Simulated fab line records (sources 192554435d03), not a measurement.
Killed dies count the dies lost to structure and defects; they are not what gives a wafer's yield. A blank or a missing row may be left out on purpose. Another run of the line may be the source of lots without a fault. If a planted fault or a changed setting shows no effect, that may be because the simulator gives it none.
Which tool is to blame? / flow n5Finfet / Sampling: 10 lots, 30 wafers, 7 of 1938 route steps

== WHAT EACH GAUGE READ, for each wafer ==
N5_BEOL_M3_RS_MEAS_58: measures by four-point-probe.
lot=L592; measured=day 7 10:29; on=filmMetro-02; M3_RS (ohm/sq)=0.676 0.641 0.630
lot=L593; measured=day 7 20:10; on=filmMetro-01; M3_RS (ohm/sq)=0.677 0.633 0.664
lot=L595; measured=day 8 05:01; on=filmMetro-02; M3_RS (ohm/sq)=0.651 0.634 0.692
lot=L601; measured=day 9 14:29; on=filmMetro-02; M3_RS (ohm/sq)=0.683 0.704 0.633
lot=L604; measured=day 10 05:08; on=filmMetro-01; M3_RS (ohm/sq)=0.648 0.636 0.625
lot=L605; measured=day 10 13:56; on=filmMetro-02; M3_RS (ohm/sq)=0.675 0.675 0.606
lot=L607; measured=day 11 21:32; on=filmMetro-02; M3_RS (ohm/sq)=0.666 0.633 0.651
lot=L608; measured=day 11 21:48; on=filmMetro-01; M3_RS (ohm/sq)=0.696 0.684 0.656
lot=L612; measured=day 12 22:47; on=filmMetro-01; M3_RS (ohm/sq)=0.669 0.684 0.650
lot=L613; measured=day 13 05:25; on=filmMetro-02; M3_RS (ohm/sq)=0.669 0.668 0.630

N5_BEOL_M3_INSPECT_59: inspects for defects (darkfield).
lot=L592; measured=day 7 10:31; on=defectInspect-02; rawDefectCount=82 82 81
lot=L593; measured=day 7 20:11; on=defectInspect-01; rawDefectCount=70 55 53
lot=L595; measured=day 8 05:02; on=defectInspect-01; rawDefectCount=62 82 70
lot=L601; measured=day 9 14:31; on=defectInspect-02; rawDefectCount=40 62 56
lot=L604; measured=day 10 05:10; on=defectInspect-02; rawDefectCount=678 602 612
lot=L605; measured=day 10 13:57; on=defectInspect-02; rawDefectCount=606 643 613
lot=L607; measured=day 11 21:34; on=defectInspect-02; rawDefectCount=604 688 672
lot=L608; measured=day 11 21:50; on=defectInspect-01; rawDefectCount=74 90 57
lot=L612; measured=day 12 22:49; on=defectInspect-01; rawDefectCount=67 73 47
lot=L613; measured=day 13 05:26; on=defectInspect-02; rawDefectCount=68 100 47

N5_BEOL_M4_THK_MEAS_01.
lot=L592; measured=day 7 10:37; on=filmMetro-01; M4_ILD_THK (nm)=78.7 79.6 79.9
lot=L593; measured=day 7 20:18; on=filmMetro-01; M4_ILD_THK (nm)=79.0 79.2 79.0
lot=L595; measured=day 8 05:09; on=filmMetro-01; M4_ILD_THK (nm)=78.8 79.5 79.6
lot=L601; measured=day 9 14:37; on=filmMetro-02; M4_ILD_THK (nm)=78.3 77.8 77.9
lot=L604; measured=day 10 05:17; on=filmMetro-01; M4_ILD_THK (nm)=79.2 79.4 80.2
lot=L605; measured=day 10 14:05; on=filmMetro-01; M4_ILD_THK (nm)=79.1 79.7 79.5
lot=L607; measured=day 11 21:40; on=filmMetro-02; M4_ILD_THK (nm)=79.1 80.0 80.1
lot=L608; measured=day 11 21:56; on=filmMetro-01; M4_ILD_THK (nm)=78.3 77.9 80.1
lot=L612; measured=day 12 22:55; on=filmMetro-02; M4_ILD_THK (nm)=78.5 78.7 79.0
lot=L613; measured=day 13 05:33; on=filmMetro-01; M4_ILD_THK (nm)=79.1 77.9 80.5

N5_BEOL_M4_INSPECT_13: inspects for defects (brightfield).
lot=L592; measured=day 7 11:43; on=defectInspect-01; rawDefectCount=379 417 331
lot=L593; measured=day 7 21:18; on=defectInspect-02; rawDefectCount=369 322 320
lot=L595; measured=day 8 06:47; on=defectInspect-01; rawDefectCount=332 322 389
lot=L601; measured=day 9 15:50; on=defectInspect-02; rawDefectCount=530 549 345
lot=L604; measured=day 10 06:23; on=defectInspect-02; rawDefectCount=1123 1017 978
lot=L605; measured=day 10 15:05; on=defectInspect-02; rawDefectCount=916 886 970
lot=L607; measured=day 11 23:22; on=defectInspect-02; rawDefectCount=1022 1170 949
lot=L608; measured=day 11 23:25; on=defectInspect-01; rawDefectCount=330 304 308
lot=L612; measured=day 13 00:00; on=defectInspect-02; rawDefectCount=507 385 285
lot=L613; measured=day 13 06:20; on=defectInspect-01; rawDefectCount=696 526 440

N5_BEOL_M4_RC_MEAS_101.
lot=L592; measured=day 7 23:34; on=prober-01; DIBL_N (mV/V)=37.3 35.8 37.5; DIBL_P (mV/V)=39.0 37.3 39.4; IOFF_N (nA/um)=0.199 0.157 0.190; IOFF_P (nA/um)=0.25 0.22 0.26; ION_N (uA/um)=697 682 674; ION_P (uA/um)=474 469 464; SS_N (mV/dec)=71.6 71.3 72.0; SS_P (mV/dec)=73.8 72.9 73.9; VT_N (mV)=244 247 244; VT_P (mV)=-248 -248 -248
lot=L593; measured=day 8 07:26; on=prober-01; DIBL_N (mV/V)=33.9 33.9 33.6; DIBL_P (mV/V)=34.2 34.5 34.4; IOFF_N (nA/um)=0.125 0.125 0.123; IOFF_P (nA/um)=0.19 0.19 0.18; ION_N (uA/um)=661 667 663; ION_P (uA/um)=463 458 451; SS_N (mV/dec)=71.2 70.9 70.6; SS_P (mV/dec)=72.3 73.0 72.5; VT_N (mV)=254 254 254; VT_P (mV)=-249 -251 -253
lot=L595; measured=day 8 17:07; on=prober-02; DIBL_N (mV/V)=34.7 37.3 33.3; DIBL_P (mV/V)=34.7 37.5 33.1; IOFF_N (nA/um)=0.117 0.156 0.097; IOFF_P (nA/um)=0.17 0.21 0.16; ION_N (uA/um)=668 659 645; ION_P (uA/um)=456 457 457; SS_N (mV/dec)=71.3 71.9 71.0; SS_P (mV/dec)=72.9 73.2 72.3; VT_N (mV)=255 252 259; VT_P (mV)=-254 -250 -254
lot=L601; measured=day 10 02:07; on=prober-02; DIBL_N (mV/V)=35.9 34.7 34.6; DIBL_P (mV/V)=36.1 35.1 34.3; IOFF_N (nA/um)=0.152 0.137 0.133; IOFF_P (nA/um)=0.19 0.18 0.17; ION_N (uA/um)=666 676 672; ION_P (uA/um)=458 467 457; SS_N (mV/dec)=71.8 71.7 71.9; SS_P (mV/dec)=74.0 73.5 73.0; VT_N (mV)=250 250 252; VT_P (mV)=-253 -253 -257
lot=L604; measured=day 10 20:22; on=prober-01; DIBL_N (mV/V)=35.5 37.2 36.6; DIBL_P (mV/V)=34.5 36.2 35.7; IOFF_N (nA/um)=0.131 0.157 0.153; IOFF_P (nA/um)=0.17 0.20 0.18; ION_N (uA/um)=669 670 685; ION_P (uA/um)=456 454 458; SS_N (mV/dec)=70.7 71.0 71.5; SS_P (mV/dec)=74.0 73.5 74.0; VT_N (mV)=254 250 249; VT_P (mV)=-256 -255 -255
lot=L605; measured=day 11 00:29; on=prober-01; DIBL_N (mV/V)=34.1 33.7 33.2; DIBL_P (mV/V)=35.8 35.4 33.6; IOFF_N (nA/um)=0.137 0.127 0.117; IOFF_P (nA/um)=0.21 0.20 0.18; ION_N (uA/um)=678 669 672; ION_P (uA/um)=467 469 458; SS_N (mV/dec)=70.9 70.1 70.5; SS_P (mV/dec)=73.3 72.6 72.7; VT_N (mV)=251 252 254; VT_P (mV)=-251 -249 -254
lot=L607; measured=day 12 06:13; on=prober-02; DIBL_N (mV/V)=33.4 34.0 34.2; DIBL_P (mV/V)=33.0 33.0 33.6; IOFF_N (nA/um)=0.112 0.117 0.121; IOFF_P (nA/um)=0.17 0.16 0.17; ION_N (uA/um)=668 665 664; ION_P (uA/um)=469 460 456; SS_N (mV/dec)=70.9 70.6 70.5; SS_P (mV/dec)=73.2 72.9 73.1; VT_N (mV)=256 253 253; VT_P (mV)=-252 -253 -255
lot=L608; measured=day 12 06:58; on=prober-01; DIBL_N (mV/V)=36.2 34.1 34.1; DIBL_P (mV/V)=37.7 35.5 35.8; IOFF_N (nA/um)=0.176 0.140 0.139; IOFF_P (nA/um)=0.23 0.20 0.20; ION_N (uA/um)=683 684 678; ION_P (uA/um)=464 473 469; SS_N (mV/dec)=71.5 71.0 71.4; SS_P (mV/dec)=73.4 73.2 73.7; VT_N (mV)=246 249 248; VT_P (mV)=-247 -249 -247
lot=L612; measured=day 13 06:55; on=prober-02; DIBL_N (mV/V)=35.4 34.2 34.8; DIBL_P (mV/V)=35.9 33.1 33.6; IOFF_N (nA/um)=0.163 0.129 0.144; IOFF_P (nA/um)=0.22 0.19 0.19; ION_N (uA/um)=693 667 674; ION_P (uA/um)=468 460 466; SS_N (mV/dec)=71.5 71.2 71.2; SS_P (mV/dec)=73.4 72.6 71.9; VT_N (mV)=246 252 248; VT_P (mV)=-249 -250 -250
lot=L613; measured=day 13 18:19; on=prober-02; DIBL_N (mV/V)=35.3 39.4 35.3; DIBL_P (mV/V)=33.8 39.1 34.4; IOFF_N (nA/um)=0.121 0.195 0.121; IOFF_P (nA/um)=0.15 0.21 0.14; ION_N (uA/um)=671 680 668; ION_P (uA/um)=453 454 449; SS_N (mV/dec)=70.8 71.6 70.8; SS_P (mV/dec)=72.5 73.3 72.3; VT_N (mV)=254 249 254; VT_P (mV)=-256 -251 -262

== WHICH TOOL RAN EACH LOT (tool, then ch and the chambers of the sampled wafers, then the start) ==
lot=L592; N5_BEOL_M3_PRE_CLEAN_56=pecvd-02 ch 0, day 7 10:22; N5_BEOL_M3_DEP_57=pecvd-02 ch 0, day 7 10:24
lot=L593; N5_BEOL_M3_PRE_CLEAN_56=pecvd-01 ch 1,2, day 7 20:05; N5_BEOL_M3_DEP_57=pecvd-01 ch 1,2, day 7 20:06
lot=L595; N5_BEOL_M3_PRE_CLEAN_56=pecvd-01 ch 0,1,2, day 8 04:55; N5_BEOL_M3_DEP_57=pecvd-01 ch 0,1,2, day 8 04:57
lot=L601; N5_BEOL_M3_PRE_CLEAN_56=pecvd-03 ch 0,1,2, day 9 14:24; N5_BEOL_M3_DEP_57=pecvd-03 ch 0,1,2, day 9 14:26
lot=L604; N5_BEOL_M3_PRE_CLEAN_56=pecvd-03 ch 0,2, day 10 05:03; N5_BEOL_M3_DEP_57=pecvd-03 ch 0,2, day 10 05:04
lot=L605; N5_BEOL_M3_PRE_CLEAN_56=pecvd-03 ch 0,1, day 10 13:50; N5_BEOL_M3_DEP_57=pecvd-03 ch 0,1, day 10 13:52
lot=L607; N5_BEOL_M3_PRE_CLEAN_56=pecvd-03 ch 0,2, day 11 21:26; N5_BEOL_M3_DEP_57=pecvd-03 ch 0,2, day 11 21:28
lot=L608; N5_BEOL_M3_PRE_CLEAN_56=pecvd-01 ch 1,2, day 11 21:43; N5_BEOL_M3_DEP_57=pecvd-01 ch 1,2, day 11 21:44
lot=L612; N5_BEOL_M3_PRE_CLEAN_56=pecvd-01 ch 0,1,2, day 12 22:42; N5_BEOL_M3_DEP_57=pecvd-01 ch 0,1,2, day 12 22:44
lot=L613; N5_BEOL_M3_PRE_CLEAN_56=pecvd-02 ch 0,1,2, day 13 05:20; N5_BEOL_M3_DEP_57=pecvd-02 ch 0,1,2, day 13 05:21
- N5_BEOL_M3_PRE_CLEAN_56: time 15 s.
- N5_BEOL_M3_DEP_57: deposits SiCN from 3MS/NH3, target thk 8 nm, time 14 s.

== WHAT THE TOOLS THEMSELVES READ (means of the sampled wafers that have a number; where no wafer has one, the mark that the record gives instead) ==
N5_BEOL_M3_DEP_57.
lot=L592; tool=pecvd-02; showerheadPlenumPTorr (Torr)=3.642; throttleValvePct (%)=9.4
lot=L593; tool=pecvd-01; showerheadPlenumPTorr (Torr)=3.667; throttleValvePct (%)=8.6
lot=L595; tool=pecvd-01; showerheadPlenumPTorr (Torr)=3.669; throttleValvePct (%)=8.9
lot=L601; tool=pecvd-03; showerheadPlenumPTorr (Torr)=3.641; throttleValvePct (%)=8.7
lot=L604; tool=pecvd-03; showerheadPlenumPTorr (Torr)=3.635; throttleValvePct (%)=8.9
lot=L605; tool=pecvd-03; showerheadPlenumPTorr (Torr)=3.637; throttleValvePct (%)=9.0
lot=L607; tool=pecvd-03; showerheadPlenumPTorr (Torr)=3.641; throttleValvePct (%)=8.7
lot=L608; tool=pecvd-01; showerheadPlenumPTorr (Torr)=3.660; throttleValvePct (%)=9.0
lot=L612; tool=pecvd-01; showerheadPlenumPTorr (Torr)=3.669; throttleValvePct (%)=9.1
lot=L613; tool=pecvd-02; showerheadPlenumPTorr (Torr)=3.656; throttleValvePct (%)=9.3

== THE ANSWER, worked out from the rows above alone ==
Rule: the lots themselves supply what counts as usual. Put in order of their means at a reading, lots are off if they are a third of the lots or fewer, leave a main group of 4 or more, and stand apart from it by a gap of 3 or more times the standard deviation of the main group's means; of several such gaps the widest counts. A main group is skipped when, at the precision printed for the reading in the tables above, its means are all equal. Also off: a lot with no number at a reading for which 4 or more lots have one. All remaining lots with rows at the step are treated as sound. After the gauges, taken in route order, come the tools' own readings; for these a lot's mean is taken, as printed above. The first step at which some lot is off is used, and at that step the reading that is off furthest; a lot without a number counts as furthest.
Off, at N5_BEOL_M3_INSPECT_59 on rawDefectCount: L604, L605, L607. The main group: mean 68, standard deviation 9.1.
A tool fits if, at a process step before that reading, it ran every lot that is off, and no sound lot after the first of them. Gauges at N5_BEOL_M3_INSPECT_59: tried the same way as those tools. One candidate fits, namely pecvd-03 at N5_BEOL_M3_PRE_CLEAN_56 and N5_BEOL_M3_DEP_57. At N5_BEOL_M3_PRE_CLEAN_56 its last sound lot is L601 (day 9 14:24), its first lot that is off L604 (day 10 05:03): a fault that began between those two fits.

== WHAT THE SIMULATOR PUT IN ==
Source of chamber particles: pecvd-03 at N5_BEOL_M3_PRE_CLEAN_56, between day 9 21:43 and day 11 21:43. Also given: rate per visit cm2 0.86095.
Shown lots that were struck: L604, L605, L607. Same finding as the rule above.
